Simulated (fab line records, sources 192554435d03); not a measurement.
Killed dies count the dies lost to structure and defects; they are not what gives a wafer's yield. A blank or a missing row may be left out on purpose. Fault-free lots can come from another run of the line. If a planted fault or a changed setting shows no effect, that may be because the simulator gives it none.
Split-lot experiment    flow n5 finfet    on a route of 1938 steps: 7 lots, 21 wafers read

## THE SPLIT ITSELF
At N5_SD_EPI_N_ETCH_45 (etches SiOCN in CH3F/O2, target depth 6 nm), the setting target depth a was moved away from the recipe's 60 angstrom on 8 of the 21 wafers read, by -9.8% to +11.7%. This setting was run at the recipe's value on the other wafers.

Reading taken at the split's own step.

## THE READING
etch.depth nm (the simulator's own value, which no gauge read), in nm, at N5_SD_EPI_N_ETCH_45 (etches SiOCN in CH3F/O2, target depth 6 nm). No usual value for it is given in the file. Average 5.967 nm, standard deviation 0.099 nm, over the 13 wafers here run with the recipe.

wafer   tool, chamber at the split  target depth a as run, angstrom  against the recipe  etch.depth nm, nm  against lot-mates on the recipe
L079.2  rie diel-03, 1              60                               recipe              5.98               -
L079.5  rie diel-03, 1              60                               recipe              5.978              -
L079.6  rie diel-03, 0              67.02                            +11.7%              6.642              +0.663
L080.1  rie diel-01, 0              60                               recipe              6.034              -
L080.5  rie diel-01, 3              60                               recipe              5.856              -
L080.6  rie diel-01, 0              60                               recipe              5.976              -
L083.1  rie diel-03, 0              63.75                            +6.2%               6.236              +0.451
L083.2  rie diel-03, 2              60                               recipe              5.785              -
L083.4  rie diel-03, 1              63.75                            +6.2%               6.399              +0.614
L088.2  rie diel-06, 2              66.81                            +11.3%              6.786              +0.737
L088.3  rie diel-06, 3              66.81                            +11.3%              6.546              +0.497
L088.5  rie diel-06, 2              60                               recipe              6.049              -
L092.2  rie diel-06, 0              60                               recipe              6.052              -
L092.5  rie diel-06, 3              60                               recipe              5.992              -
L092.6  rie diel-06, 2              60                               recipe              6.103              -
L095.1  rie diel-03, 1              56.9                             -5.2%               5.832              -0.230
L095.3  rie diel-03, 2              56.9                             -5.2%               5.588              -0.474
L095.6  rie diel-03, 1              60                               recipe              6.062              -
L097.2  rie diel-03, 2              60                               recipe              5.784              -
L097.3  rie diel-03, 1              54.1                             -9.8%               5.456              -0.396
L097.6  rie diel-03, 3              60                               recipe              5.92               -

FIT RESULTS
A straight line over all 21 wafers: etch.depth nm changes by +0.0571 nm for each +1% of target depth a; r = +0.95; the points scatter about the line by 0.1 nm.
The same after taking each lot's own level away (the mean of its wafers on the recipe; 21 wafers): +0.057 nm for each +1%; r = +0.95; scatter 0.1 nm.
That fit puts the effect of the largest move of target depth a on the reading at 0.67 nm.
The span of the lots' own levels, 5.7850 to 6.0620 nm, comes to 2.8 times the standard deviation stated above.
Hence the lot-to-lot level has little effect on the slope; both slopes agree.
Check: with one of the wafers moved furthest among these (+11.7%) left out of the fit, the line predicts +0.69 nm for it against its lot-mates. It came out at +0.663 nm against them.

## THESE WAFERS: OTHER SPLITS
Other splits were also applied to these wafers ahead of the reading. Each is held against what the fit with the lots' levels taken away leaves over:
other split on the same wafers  wafers away from the commonest value  r with etch.depth nm (lot level and that fit taken away)
N5_WELL_APT_COAT_19 spin rpm    6                                     +0.00
N5_WELL_APT_PEB_23 peb time s   9                                     -0.30
N5_FIN_SAQP_PECVD_48 time s     7                                     +0.13
N5_FIN_SAQP_HM_DEP_72 time s    9                                     +0.28
N5_FIN_SAQP_FIN_ETCH_36 icp w   8                                     -0.21
N5_FIN_CUT_COAT_19 spin rpm     4                                     -0.50
N5_DUMMY_GATE_COAT_28 spin rpm  7                                     +0.12

## FILE'S OWN FIT
etch.depth nm changes by +0.0556 nm for each +1% of target depth a, r = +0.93.
